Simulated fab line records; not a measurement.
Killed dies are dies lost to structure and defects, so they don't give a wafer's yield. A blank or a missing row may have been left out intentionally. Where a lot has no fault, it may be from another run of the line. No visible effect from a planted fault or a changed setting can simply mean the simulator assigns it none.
2 desks, one fault ; flow nand harc ; each desk holds nothing but its own numbers, with what lay behind them at the end

TOOL OWNER'S DESK, cmp-02
The tool's own readings at NHARC_A_CHANNEL_FILL_D2_CMP_10 (polishes, target thk 150 nm): means of the sampled wafers that have a number, for each lot that ran on this tool. Any lot whose mean is over 4 standard deviations away from the usual mean is out of limits and marked OUT; that distance is given in the brackets.
Columns: A = motor current A at NHARC_A_CHANNEL_FILL_D2_CMP_10, usual 11.7 A; B = time to endpoint s at NHARC_A_CHANNEL_FILL_D2_CMP_10, usual 14.8 s
lot;first seen here;A;B
L141;day 16 11:25;12.2;16.3
L140;day 18 09:06;11.2;8.7
L159;day 24 01:59;12.3;18.3
L160;day 24 14:11;12.2;15.4
Finding of this desk: none of the 4 lots has anything out of limits.

FROM THE METROLOGY DESK
Lot by lot, what the gauges showed, no matter which tool ran the lot: averages of those sampled wafers that carry a number. Any lot whose mean is over 4 standard deviations away from the usual mean is out of limits and marked OUT; that distance is given in the brackets.
Columns: A = thk nm at NHARC_A_CHANNEL_FILL_D2_THK_MEAS_06, usual 5.1 nm
lot;first seen here;A
L141;day 16 00:09;5.8
L140;day 17 21:43;5.3
L158;day 22 19:11;4.6
L159;day 23 14:26;5.4
L160;day 24 02:41;5.0
Finding of this desk: none of the 5 lots has anything out of limits.

ALL TOGETHER
The tool owner's desk saw nothing out of limits.
At the metrology desk, nothing out of limits was observed.

WHAT THE SIMULATOR HAD INSERTED
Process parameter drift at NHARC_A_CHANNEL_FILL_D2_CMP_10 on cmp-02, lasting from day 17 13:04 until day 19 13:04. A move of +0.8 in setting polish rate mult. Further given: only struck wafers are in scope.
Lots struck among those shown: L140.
